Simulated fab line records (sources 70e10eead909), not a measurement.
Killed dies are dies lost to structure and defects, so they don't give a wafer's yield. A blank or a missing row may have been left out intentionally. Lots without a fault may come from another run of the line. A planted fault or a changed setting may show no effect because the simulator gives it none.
Chamber matching / flow nand_harc / NHARC_A_SGD_CUT_DESCUM_14 on rie_diel-02: 4 sister chambers
The step chemistry O2, time 3 s. 4 wafers are shown with their chamber, then 10 later ones without.

## WAFERS PAIRED WITH THEIR CHAMBERS
wafer=L078.1; chamber=1; drypump_motor_current_A (A)=5.9
wafer=L086.5; chamber=0; drypump_motor_current_A (A)=6.1
wafer=L090.1; chamber=3; drypump_motor_current_A (A)=6.4
wafer=L090.3; chamber=2; drypump_motor_current_A (A)=6.0

## WAFERS WITH NO CHAMBER GIVEN
wafer=L090.5; drypump_motor_current_A (A)=6.0
wafer=L095.1; drypump_motor_current_A (A)=6.0
wafer=L095.4; drypump_motor_current_A (A)=5.8
wafer=L095.6; drypump_motor_current_A (A)=6.0
wafer=L093.4; drypump_motor_current_A (A)=5.8
wafer=L093.5; drypump_motor_current_A (A)=6.0
wafer=L093.6; drypump_motor_current_A (A)=6.3
wafer=L096.4; drypump_motor_current_A (A)=5.8
wafer=L096.5; drypump_motor_current_A (A)=6.2
wafer=L096.6; drypump_motor_current_A (A)=5.8

## CHAMBER TAKEN BY EACH
wafer=L090.5; from the rows above=can't be placed: 2 or 0 or 1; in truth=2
wafer=L095.1; from the rows above=can't be placed: 2 or 0 or 1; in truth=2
wafer=L095.4; from the rows above=can't be placed: 1 or 2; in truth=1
wafer=L095.6; from the rows above=can't be placed: 2 or 0 or 1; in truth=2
wafer=L093.4; from the rows above=can't be placed: 1 or 2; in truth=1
wafer=L093.5; from the rows above=can't be placed: 2 or 0 or 1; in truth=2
wafer=L093.6; from the rows above=can't be placed: 3 or 0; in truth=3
wafer=L096.4; from the rows above=can't be placed: 1 or 2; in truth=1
wafer=L096.5; from the rows above=can't be placed: 0 or 2 or 3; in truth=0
wafer=L096.6; from the rows above=can't be placed: 1 or 2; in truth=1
Placed correctly: 0 of 10. Cannot be placed on the basis of these rows: 10; the candidates contain the true chamber in 10. Number placed wrongly: 0.
How it was worked out, from the rows above alone: a wafer's distance from a chamber is the root of the sum, over the readings, of the square of ((its reading less the chamber's mean) divided by the reading's scatter). The wafer belongs to the nearest chamber; if the next one is less than 2 further off, it can't be placed. A chamber's mean is the mean of its shown wafers. The scatter (one wafer shown for each chamber): square how far every hidden wafer sits from the nearest shown wafer, average those squares and take the square root.
